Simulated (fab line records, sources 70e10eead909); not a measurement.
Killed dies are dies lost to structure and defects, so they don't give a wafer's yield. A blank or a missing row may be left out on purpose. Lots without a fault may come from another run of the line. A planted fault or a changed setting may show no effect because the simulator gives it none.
Chamber matching | flow nand_harc | NHARC_P_CONTACT_ALD_22 on ald_metal-01: 4 sister chambers
The step deposits TiN, target thk 3 nm, pulse time 1 s, ald cycles 150. 8 wafers are shown with their chamber, then 8 later ones without.

WAFERS WITH THEIR CHAMBER
wafer  | chamber | heater_power_w (W) | precursor_pulse_height_rel
L082.6 | 3       | 1231               | 1.003
L089.2 | 2       | 1134               | 1.017
L089.3 | 1       | 1200               | 1.014
L089.6 | 2       | 1140               | 1.016
L086.1 | 0       | 1114               | 1.035
L086.3 | 1       | 1236               | 1.003
L086.5 | 0       | 1080               | 1.004
L087.3 | 3       | 1227               | 0.986

WAFERS WITHOUT THEIR CHAMBER
wafer  | heater_power_w (W) | precursor_pulse_height_rel
L087.5 | 1126               | 0.990
L087.6 | 1216               | 1.018
L092.4 | 1214               | 1.004
L092.5 | 1090               | 1.001
L092.6 | 1233               | 0.984
L095.2 | 1213               | 0.994
L095.4 | 1127               | 1.053
L095.6 | 1109               | 0.984

WHICH CHAMBER EACH WENT THROUGH
wafer  | from the rows above     | in truth
L087.5 | can't be placed: 2 or 0 | 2
L087.6 | can't be placed: 1 or 3 | 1
L092.4 | can't be placed: 1 or 3 | 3
L092.5 | can't be placed: 0 or 2 | 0
L092.6 | can't be placed: 3 or 1 | 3
L095.2 | can't be placed: 3 or 1 | 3
L095.4 | can't be placed: 2 or 0 | 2
L095.6 | can't be placed: 0 or 2 | 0
Placed correctly: 0 of 8. Can't be placed from these rows: 8 (the true chamber is among the candidates in 8). Placed wrongly: 0.
How it was worked out, from the rows above alone: a wafer's distance from a chamber is the root of the sum, over the readings, of the square of ((its reading less the chamber's mean) divided by the reading's scatter). The wafer belongs to the nearest chamber; if the next one is less than 2 further off, it can't be placed. A chamber's mean is the mean of its shown wafers. The scatter: the root of (the sum of the squares of (reading less its chamber's mean) over the shown wafers, divided by (wafers less chambers)).
